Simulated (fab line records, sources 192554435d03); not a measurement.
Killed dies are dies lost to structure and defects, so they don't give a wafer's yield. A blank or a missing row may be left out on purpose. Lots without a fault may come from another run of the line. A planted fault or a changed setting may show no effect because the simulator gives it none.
A struck lot beside a sound one | flow n5_finfet | 17 steps out of a route of 1938
Sound: wafers L463.4, L463.5, L463.6. Struck: wafers L473.2, L473.5, L473.6. The cause comes at the end.
At each step with rows: each side's tool, then ch and its chambers, then its first start. Under that, the readings that differ: sound wafers | struck wafers | difference of the means | sigmas: that difference in standard deviations of wafers without a fault.
alike: readings whose means differ by less than 2 such deviations, and words and numbers that are the same on both sides. not compared: withheld readings, readings that some wafer has no value for, bounds like >300 that may hide the same value, and numbers for which the record gives no deviation and whose values overlap.
The two part at a step that has a row with sigmas, a row that says differs or no value, or rows on one side only. Numbers that don't overlap but have no deviation are shown without sigmas and don't part them. A reading that every wafer of one side lacks parts them only if that side has two wafers or more.

N5_BEOL_M11_ETCH_62: etches SOC in N2/H2, target depth 110 nm, overetch 22 nm, time 165 s.
  sound on rie_diel-05 ch 1,2,3, day 11 04:09; struck on rie_diel-05 ch 0,3, day 13 12:20
  alike: drypump_motor_current_A, n2_flow_sccm, oes_product_au, rf_vpp_V, showerhead_plenum_p_Torr, throttle_valve_pct
  not compared: rf_hours_counter_h
then, 1 step without rows for these wafers: N5_BEOL_M11_STRIP_68 (strips in N2/H2).
N5_BEOL_M11_STRIP_67: strips in CF4.
  sound on rie_diel-05 ch 1,2,3, day 11 04:14; struck on rie_diel-05 ch 0,3, day 13 12:28
  alike: bias_power_w, drypump_motor_current_A, oes_product_au, rf_vpp_V, showerhead_plenum_p_Torr, throttle_valve_pct
  not compared: rf_hours_counter_h
N5_BEOL_M11_HM_OPEN_17: chemistry Cl2/BCl3, target TiN, target depth 20 nm, overetch 6 nm.
  sound on rie_metal-02 ch 0,1, day 11 04:18; struck on rie_metal-02 ch 0,1, day 13 12:31
  alike: drypump_motor_current_A, oes_product_au, throttle_valve_pct
  not compared: rf_hours_counter_h
N5_BEOL_M11_STRIP_19: strips in O2.
  sound on rie_diel-03 ch 2,3, day 11 04:25; struck on rie_diel-05 ch 0,3, day 13 12:37
  reading                     | sound       | struck      | difference | sigmas
  drypump_motor_current_A (A) | 5.3 4.8 5.3 | 6.5 5.5 6.4 | +1.0       | +2
  alike: oes_product_au, rf_vpp_V, showerhead_plenum_p_Torr, throttle_valve_pct
  not compared: rf_hours_counter_h
N5_BEOL_M11_CD_MEAS_18: pitch 140 nm, target cd 70 nm.
  sound on cd_sem-01, day 11 04:29; struck on cd_sem-03, day 13 12:42
  alike: cd_nm
then, 6 steps without rows for these wafers: N5_BEOL_M11_COAT_63 (time 60 s, resist thk 100 nm); N5_BEOL_M11_COAT_64 (time 60 s, resist thk 30 nm); N5_BEOL_M11_COAT_22 (resist thk 90 nm); N5_BEOL_M11_EBR_24; N5_BEOL_M11_SOFTBAKE_23 (time 60 s); N5_BEOL_M11_EXPOSE_25 (exposes mask V10).
N5_BEOL_M11_PEB_26: peb time 60 s.
  sound on litho_track-04 ch 0, day 11 06:43; struck on litho_track-04 ch 0, day 13 13:50
then, 1 step without rows for these wafers: N5_BEOL_M11_DEVELOP_27 (develop time 30 s).
N5_BEOL_M11_CD_MEAS_28: target cd 70 nm.
  sound on cd_sem-01 ch 0, day 11 06:47; struck on cd_sem-01 ch 0, day 13 13:53
  reading    | sound          | struck         | difference | sigmas
  cd_nm (nm) | 70.1 70.1 70.0 | 63.3 64.2 64.8 | -6.0       | -8
N5_BEOL_M11_OVL_MEAS_29:
  sound on overlay-01 ch 0, day 11 06:49; struck on overlay-01 ch 0, day 13 13:55
  alike: V10_OVL
N5_PASSIVATION_PROBE_49:
  the record has rows for the struck wafers here (prober-01, day 15 10:52) and none for the sound ones

WHERE THEY PART
First at N5_BEOL_M11_STRIP_19; last, within this record, at N5_PASSIVATION_PROBE_49.

WHY: what the simulator had put in
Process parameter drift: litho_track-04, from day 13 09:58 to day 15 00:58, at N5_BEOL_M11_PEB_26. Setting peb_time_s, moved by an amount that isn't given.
